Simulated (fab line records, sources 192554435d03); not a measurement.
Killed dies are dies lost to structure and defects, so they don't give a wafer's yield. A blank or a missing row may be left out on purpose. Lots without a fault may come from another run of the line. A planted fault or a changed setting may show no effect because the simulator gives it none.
Which tool did it? | flow n5_finfet | 24 lots, 72 wafers sampled, at 5 steps of a route of 1938

WHAT THE GAUGES READ, wafer by wafer
N5_MOL_CONTACT_COAG_CD_MEAS_99: target cd 17.2 nm. Usual: cd_nm 17.3 nm, standard deviation 0.3.
lot  | measured     | on        | cd_nm (nm)     | flag
L074 | day 4 15:21  | cd_sem-02 | 17.9 17.3 17.7 |
L075 | day 4 20:30  | cd_sem-01 | 17.3 17.7 17.4 |
L076 | day 5 09:50  | cd_sem-03 | 17.4 16.8 16.9 |
L077 | day 5 14:01  | cd_sem-02 | 16.8 16.8 16.9 |
L078 | day 5 20:11  | cd_sem-03 | 16.9 17.2 16.8 |
L079 | day 6 02:02  | cd_sem-03 | 17.2 17.1 17.0 |
L080 | day 6 10:05  | cd_sem-03 | 17.4 17.6 17.6 |
L081 | day 6 13:44  | cd_sem-03 | 17.3 17.0 17.2 |
L082 | day 6 23:37  | cd_sem-03 | 16.8 17.6 17.1 |
L083 | day 7 01:03  | cd_sem-03 | 17.0 17.0 17.5 |
L084 | day 7 12:19  | cd_sem-03 | 17.3 16.7 17.5 |
L085 | day 7 19:34  | cd_sem-03 | 17.5 17.3 18.0 |
L086 | day 7 23:54  | cd_sem-03 | 17.3 17.6 17.2 |
L087 | day 8 05:28  | cd_sem-03 | 17.5 17.3 17.4 |
L088 | day 8 07:38  | cd_sem-03 | 17.3 17.3 17.1 |
L089 | day 8 13:05  | cd_sem-03 | 17.4 17.6 17.3 |
L090 | day 8 18:21  | cd_sem-01 | 17.3 17.6 17.5 |
L091 | day 9 00:43  | cd_sem-01 | 17.2 17.4 17.7 |
L092 | day 9 02:51  | cd_sem-01 | 17.5 17.0 17.7 |
L093 | day 9 12:25  | cd_sem-01 | 16.7 17.2 16.9 |
L094 | day 9 19:54  | cd_sem-01 | 17.2 17.2 17.2 |
L095 | day 10 01:31 | cd_sem-02 | 17.1 17.0 17.1 |
L096 | day 10 07:43 | cd_sem-02 | 17.2 17.4 17.2 |
L097 | day 10 08:37 | cd_sem-01 | 17.5 17.8 17.3 |

WHICH TOOL RAN EACH LOT (tool, then ch and the chambers of the sampled wafers, then the start)
lot  | N5_GATE_CUT_ETCH_36                | N5_GATE_CUT_CUT_ETCH_53           | N5_GATE_CUT_ETCH_47               | N5_GATE_CUT_CMP_61
L074 | rie_diel-06 ch 0,2,3, day 4 11:13  | rie_metal-03 ch 0,1, day 4 11:35  | rie_metal-03 ch 0,1, day 4 11:43  | cmp-03 ch 0,1,3, day 4 14:23
L075 | rie_diel-04 ch 1,3, day 4 16:19    | rie_metal-01 ch 0,1, day 4 16:41  | rie_metal-01 ch 0,1, day 4 16:49  | cmp-04 ch 0,2,3, day 4 19:26
L076 | rie_diel-02 ch 0,1,3, day 5 02:02  | rie_metal-02 ch 0,1, day 5 02:22  | rie_metal-02 ch 0,1, day 5 02:31  | cmp-02 ch 1,3, day 5 08:34
L077 | rie_diel-04 ch 0,2,3, day 5 09:18  | rie_metal-02 ch 1, day 5 09:38    | rie_metal-02 ch 1, day 5 09:47    | cmp-04 ch 0,1, day 5 12:32
L078 | rie_diel-04 ch 0,2,3, day 5 16:04  | rie_metal-01 ch 0,1, day 5 16:25  | rie_metal-01 ch 0,1, day 5 16:34  | cmp-02 ch 1,2,3, day 5 19:11
L079 | rie_diel-06 ch 0,1, day 5 21:41    | rie_metal-03 ch 0,1, day 5 22:01  | rie_metal-03 ch 0,1, day 5 22:10  | cmp-03 ch 0,1,2, day 6 01:01
L080 | rie_diel-06 ch 0,2,3, day 6 05:38  | rie_metal-01 ch 0,1, day 6 05:58  | rie_metal-01 ch 0,1, day 6 06:07  | cmp-03 ch 0,3, day 6 08:55
L081 | rie_diel-02 ch 2,3, day 6 09:37    | rie_metal-03 ch 0,1, day 6 09:58  | rie_metal-03 ch 0,1, day 6 10:07  | cmp-04 ch 0,2,3, day 6 12:46
L082 | rie_diel-04 ch 0,1,2, day 6 18:25  | rie_metal-01 ch 0,1, day 6 18:45  | rie_metal-01 ch 0,1, day 6 18:54  | cmp-04 ch 1,2, day 6 22:28
L083 | rie_diel-04 ch 1,2, day 6 20:48    | rie_metal-03 ch 0,1, day 6 21:08  | rie_metal-03 ch 0,1, day 6 21:17  | cmp-04 ch 0,2,3, day 6 23:53
L084 | rie_diel-04 ch 0,1, day 7 07:02    | rie_metal-03 ch 0,1, day 7 07:23  | rie_metal-03 ch 0,1, day 7 07:32  | cmp-03 ch 0,1,3, day 7 11:02
L085 | rie_diel-06 ch 0,1,3, day 7 15:19  | rie_metal-01 ch 0,1, day 7 15:41  | rie_metal-01 ch 0,1, day 7 15:49  | cmp-03 ch 0,3, day 7 18:23
L086 | rie_diel-02 ch 0,2, day 7 19:44    | rie_metal-01 ch 0,1, day 7 20:04  | rie_metal-01 ch 0,1, day 7 20:13  | cmp-03 ch 1,2,3, day 7 22:53
L087 | rie_diel-04 ch 1,2,3, day 8 01:08  | rie_metal-02 ch 0,1, day 8 01:28  | rie_metal-02 ch 0,1, day 8 01:37  | cmp-02 ch 0,1, day 8 04:13
L088 | rie_diel-02 ch 0,1, day 8 03:20    | rie_metal-03 ch 0,1, day 8 03:42  | rie_metal-03 ch 0,1, day 8 03:50  | cmp-03 ch 0,1,3, day 8 06:31
L089 | rie_diel-04 ch 0,2,3, day 8 08:57  | rie_metal-02 ch 0,1, day 8 09:17  | rie_metal-02 ch 0,1, day 8 09:26  | cmp-04 ch 1,2,3, day 8 12:02
L090 | rie_diel-02 ch 0,1,3, day 8 14:08  | rie_metal-02 ch 0,1, day 8 14:28  | rie_metal-02 ch 0,1, day 8 14:37  | cmp-02 ch 0,1,2, day 8 17:18
L091 | rie_diel-06 ch 0,1,3, day 8 20:33  | rie_metal-01 ch 0,1, day 8 20:53  | rie_metal-01 ch 0,1, day 8 21:02  | cmp-04 ch 0,2,3, day 8 23:40
L092 | rie_diel-04 ch 0,1,3, day 8 22:43  | rie_metal-01 ch 0,1, day 8 23:04  | rie_metal-01 ch 0,1, day 8 23:13  | cmp-03 ch 1,2, day 9 01:48
L093 | rie_diel-04 ch 0,1,3, day 9 08:17  | rie_metal-01 ch 0,1, day 9 08:38  | rie_metal-01 ch 0,1, day 9 08:47  | cmp-02 ch 0,2,3, day 9 11:25
L094 | rie_diel-02 ch 1,2, day 9 15:46    | rie_metal-03 ch 0,1, day 9 16:07  | rie_metal-03 ch 0,1, day 9 16:16  | cmp-03 ch 0,2, day 9 18:53
L095 | rie_diel-06 ch 0,2,3, day 9 20:27  | rie_metal-02 ch 0,1, day 9 20:47  | rie_metal-02 ch 0,1, day 9 20:56  | cmp-02 ch 0,2,3, day 10 00:32
L096 | rie_diel-04 ch 0,1,2, day 10 03:34 | rie_metal-02 ch 0,1, day 10 03:54 | rie_metal-02 ch 0,1, day 10 04:03 | cmp-03 ch 0,1, day 10 06:40
L097 | rie_diel-06 ch 0,1,2, day 10 04:29 | rie_metal-03 ch 0,1, day 10 04:50 | rie_metal-03 ch 0,1, day 10 04:59 | cmp-02 ch 0,1,3, day 10 07:37
- N5_GATE_CUT_ETCH_36: etches SiARC in CF4, target depth 13 nm, time 21.7 s.
- N5_GATE_CUT_CUT_ETCH_53: etches W in SF6/Cl2, target depth 79.2 nm.
- N5_GATE_CUT_ETCH_47: etches SiO2 in Cl2/BCl3, target depth 10 nm.
- N5_GATE_CUT_CMP_61: polishes, stops on SiNx, t overpolish 3 s.

WHAT THE TOOLS THEMSELVES READ (means of the sampled wafers that have a number; where no wafer has one, the mark that the record gives instead)
N5_GATE_CUT_ETCH_36. Usual: drypump_motor_current_A 5.83 A, standard deviation 0.26; etch_rf_on_time_s 21.5 s, standard deviation 0.38; oes_product_au 0.67 a.u., standard deviation 0.073; rf_vpp_V 184.4 V, standard deviation 1.2; showerhead_plenum_p_Torr 2.16 Torr, standard deviation 0.065; throttle_valve_pct 15.7 %, standard deviation 0.31.
lot  | tool        | drypump_motor_current_A (A) | etch_rf_on_time_s (s) | oes_product_au (a.u.) | rf_vpp_V (V) | showerhead_plenum_p_Torr (Torr) | throttle_valve_pct (%) | flag
L074 | rie_diel-06 | 5.91                        | 21.7                  | 0.66                  | 185.2        | 2.18                            | 15.8                   |
L075 | rie_diel-04 | 5.73                        | 21.5                  | 0.62                  | 183.8        | 2.09                            | 15.9                   |
L076 | rie_diel-02 | 5.85                        | 21.7                  | 0.63                  | 184.7        | 2.16                            | 15.8                   |
L077 | rie_diel-04 | 5.72                        | 21.0                  | 0.72                  | 184.5        | 2.15                            | 15.5                   |
L078 | rie_diel-04 | 5.70                        | 21.2                  | 0.71                  | 183.9        | 2.15                            | 15.5                   |
L079 | rie_diel-06 | 5.87                        | 21.7                  | 0.60                  | 185.0        | 2.21                            | 15.9                   |
L080 | rie_diel-06 | 5.90                        | 21.5                  | 0.65                  | 184.9        | 2.18                            | 15.8                   |
L081 | rie_diel-02 | 5.52                        | 22.2                  | 0.62                  | 184.2        | 2.16                            | 15.7                   |
L082 | rie_diel-04 | 5.97                        | 21.3                  | 0.76                  | 184.6        | 2.20                            | 15.5                   |
L083 | rie_diel-04 | 6.10                        | 21.2                  | 0.81                  | 184.9        | 2.21                            | 15.4                   |
L084 | rie_diel-04 | 6.12                        | 21.1                  | 0.78                  | 185.3        | 2.26                            | 15.7                   |
L085 | rie_diel-06 | 5.97                        | 22.0                  | 0.63                  | 184.4        | 2.16                            | 15.8                   |
L086 | rie_diel-02 | 5.82                        | 21.7                  | 0.66                  | 183.7        | 2.11                            | 15.7                   |
L087 | rie_diel-04 | 5.83                        | 21.0                  | 0.74                  | 183.5        | 2.16                            | 15.4                   |
L088 | rie_diel-02 | 5.96                        | 21.9                  | 0.62                  | 183.8        | 2.13                            | 15.9                   |
L089 | rie_diel-04 | 5.70                        | 21.4                  | 0.69                  | 184.3        | 2.14                            | 15.6                   |
L090 | rie_diel-02 | 5.86                        | 21.7                  | 0.61                  | 183.5        | 2.15                            | 15.9                   |
L091 | rie_diel-06 | 5.98                        | 21.9                  | 0.63                  | 184.5        | 2.16                            | 15.8                   |
L092 | rie_diel-04 | 5.84                        | 21.4                  | 0.69                  | 184.7        | 2.20                            | 15.8                   |
L093 | rie_diel-04 | 5.85                        | 21.4                  | 0.69                  | 185.3        | 2.20                            | 15.8                   |
L094 | rie_diel-02 | 5.70                        | 21.7                  | 0.62                  | 184.1        | 2.10                            | 15.8                   |
L095 | rie_diel-06 | 5.93                        | 21.6                  | 0.63                  | 184.7        | 2.17                            | 15.9                   |
L096 | rie_diel-04 | 5.97                        | 21.3                  | 0.73                  | 185.1        | 2.19                            | 15.5                   |
L097 | rie_diel-06 | 5.84                        | 21.6                  | 0.60                  | 185.6        | 2.20                            | 15.9                   |

N5_GATE_CUT_CUT_ETCH_53. Usual: drypump_motor_current_A 5.8 A, standard deviation 0.44; etch_rf_on_time_s 26.2 s, standard deviation 0.33; oes_product_au 0.72 a.u., standard deviation 0.074; throttle_valve_pct 28.76 %, standard deviation 0.1.
lot  | tool         | drypump_motor_current_A (A) | etch_rf_on_time_s (s) | oes_product_au (a.u.) | throttle_valve_pct (%) | flag
L074 | rie_metal-03 | 5.3                         | 26.2                  | 0.78                  | 28.79                  |
L075 | rie_metal-01 | 6.3                         | 26.2                  | 0.74                  | 28.75                  |
L076 | rie_metal-02 | 5.6                         | 26.2                  | 0.73                  | 28.78                  |
L077 | rie_metal-02 | 5.5                         | 26.2                  | 0.66                  | 28.90                  |
L078 | rie_metal-01 | 6.1                         | 26.6                  | 0.70                  | 28.70                  |
L079 | rie_metal-03 | 5.5                         | 26.0                  | 0.70                  | 28.79                  |
L080 | rie_metal-01 | 6.1                         | 26.2                  | 0.71                  | 28.70                  |
L081 | rie_metal-03 | 5.5                         | 26.2                  | 0.70                  | 28.80                  |
L082 | rie_metal-01 | 6.3                         | 26.1                  | 0.73                  | 28.77                  |
L083 | rie_metal-03 | 5.5                         | 26.5                  | 0.68                  | 28.78                  |
L084 | rie_metal-03 | 5.4                         | 26.2                  | 0.74                  | 28.81                  |
L085 | rie_metal-01 | 6.1                         | 26.5                  | 0.70                  | 28.71                  |
L086 | rie_metal-01 | 6.3                         | 26.4                  | 0.72                  | 28.77                  |
L087 | rie_metal-02 | 5.8                         | 26.3                  | 0.76                  | 28.69                  |
L088 | rie_metal-03 | 5.5                         | 26.2                  | 0.69                  | 28.80                  |
L089 | rie_metal-02 | 5.6                         | 26.3                  | 0.70                  | 28.80                  |
L090 | rie_metal-02 | 5.6                         | 26.1                  | 0.70                  | 28.79                  |
L091 | rie_metal-01 | 6.1                         | 26.5                  | 0.69                  | 28.72                  |
L092 | rie_metal-01 | 6.4                         | 26.6                  | 0.71                  | 28.76                  |
L093 | rie_metal-01 | 6.1                         | 26.6                  | 0.69                  | 28.71                  |
L094 | rie_metal-03 | 5.5                         | 25.7                  | 0.69                  | 28.80                  |
L095 | rie_metal-02 | 5.6                         | 26.2                  | 0.69                  | 28.79                  |
L096 | rie_metal-02 | 5.6                         | 26.0                  | 0.70                  | 28.80                  |
L097 | rie_metal-03 | 5.4                         | 25.9                  | 0.73                  | 28.81                  |

N5_GATE_CUT_ETCH_47. Usual: drypump_motor_current_A 5.8 A, standard deviation 0.44; oes_product_au 0.80 a.u., standard deviation 0.082; throttle_valve_pct 22.66 %, standard deviation 0.094.
lot  | tool         | drypump_motor_current_A (A) | oes_product_au (a.u.) | throttle_valve_pct (%) | flag
L074 | rie_metal-03 | 5.4                         | 0.87                  | 22.67                  |
L075 | rie_metal-01 | 6.3                         | 0.82                  | 22.64                  |
L076 | rie_metal-02 | 5.6                         | 0.80                  | 22.69                  |
L077 | rie_metal-02 | 5.5                         | 0.73                  | 22.78                  |
L078 | rie_metal-01 | 6.1                         | 0.79                  | 22.61                  |
L079 | rie_metal-03 | 5.5                         | 0.77                  | 22.68                  |
L080 | rie_metal-01 | 6.1                         | 0.79                  | 22.62                  |
L081 | rie_metal-03 | 5.5                         | 0.78                  | 22.67                  |
L082 | rie_metal-01 | 6.3                         | 0.81                  | 22.66                  |
L083 | rie_metal-03 | 5.5                         | 0.77                  | 22.68                  |
L084 | rie_metal-03 | 5.4                         | 0.82                  | 22.68                  |
L085 | rie_metal-01 | 6.1                         | 0.78                  | 22.63                  |
L086 | rie_metal-01 | 6.3                         | 0.80                  | 22.67                  |
L087 | rie_metal-02 | 5.8                         | 0.85                  | 22.61                  |
L088 | rie_metal-03 | 5.5                         | 0.75                  | 22.68                  |
L089 | rie_metal-02 | 5.6                         | 0.78                  | 22.71                  |
L090 | rie_metal-02 | 5.6                         | 0.77                  | 22.71                  |
L091 | rie_metal-01 | 6.1                         | 0.76                  | 22.63                  |
L092 | rie_metal-01 | 6.3                         | 0.80                  | 22.67                  |
L093 | rie_metal-01 | 6.1                         | 0.76                  | 22.62                  |
L094 | rie_metal-03 | 5.5                         | 0.75                  | 22.68                  |
L095 | rie_metal-02 | 5.6                         | 0.76                  | 22.72                  |
L096 | rie_metal-02 | 5.6                         | 0.76                  | 22.72                  |
L097 | rie_metal-03 | 5.4                         | 0.80                  | 22.70                  |

N5_GATE_CUT_CMP_61. Usual: motor_current_A 12.1 A, standard deviation 1; slurry_filter_dp_kPa 13.51 kPa, standard deviation 0.14; slurry_flow_ml_min 150.1, standard deviation 0.49.
lot  | tool   | motor_current_A (A) | slurry_filter_dp_kPa (kPa) | slurry_flow_ml_min | flag
L074 | cmp-03 | 12.5                | 13.45                      | 149.5              |
L075 | cmp-04 | 12.1                | 13.62                      | 149.4              |
L076 | cmp-02 | 13.3                | 13.58                      | 150.1              |
L077 | cmp-04 | 11.3                | 13.53                      | 149.7              |
L078 | cmp-02 | 12.1                | 13.54                      | 150.1              |
L079 | cmp-03 | 12.0                | 13.48                      | 150.2              |
L080 | cmp-03 | 12.1                | 13.46                      | 150.4              |
L081 | cmp-04 | 11.6                | 13.54                      | 149.8              |
L082 | cmp-04 | 12.4                | 13.47                      | 149.8              |
L083 | cmp-04 | 11.3                | 13.47                      | 150.0              |
L084 | cmp-03 | 12.8                | 13.46                      | 150.8              |
L085 | cmp-03 | 12.8                | 13.50                      | 150.1              |
L086 | cmp-03 | 12.2                | 13.50                      | 150.4              |
L087 | cmp-02 | 12.8                | 13.52                      | 150.3              |
L088 | cmp-03 | 12.4                | 13.52                      | 150.2              |
L089 | cmp-04 | 11.9                | 13.59                      | 150.3              |
L090 | cmp-02 | 11.8                | 13.58                      | 150.2              |
L091 | cmp-04 | 11.7                | 13.43                      | 150.4              |
L092 | cmp-03 | 11.7                | 13.54                      | 150.0              |
L093 | cmp-02 | 11.4                | 13.43                      | 150.2              |
L094 | cmp-03 | 11.8                | 13.43                      | 150.3              |
L095 | cmp-02 | 11.5                | 13.50                      | 150.4              |
L096 | cmp-03 | 13.0                | 13.58                      | 150.0              |
L097 | cmp-02 | 12.6                | 13.47                      | 149.8              |

THE ANSWER, worked out from the rows above alone
Rule: a lot is off if the mean of its wafers that have a number lies more than 3 standard deviations from the usual mean. A lot without any number at a reading at which 4 lots or more have one is off too. The other lots that the step has rows for count as sound. The gauges are gone through in route order, then the tools' own readings, and for those a lot's mean is taken as printed above. The first step at which some lot is off is used, and at that step the reading that is off furthest; a lot without a number counts as furthest.
No lot is off at any reading shown: from this, nothing can be told.

WHAT THE SIMULATOR HAD PUT IN
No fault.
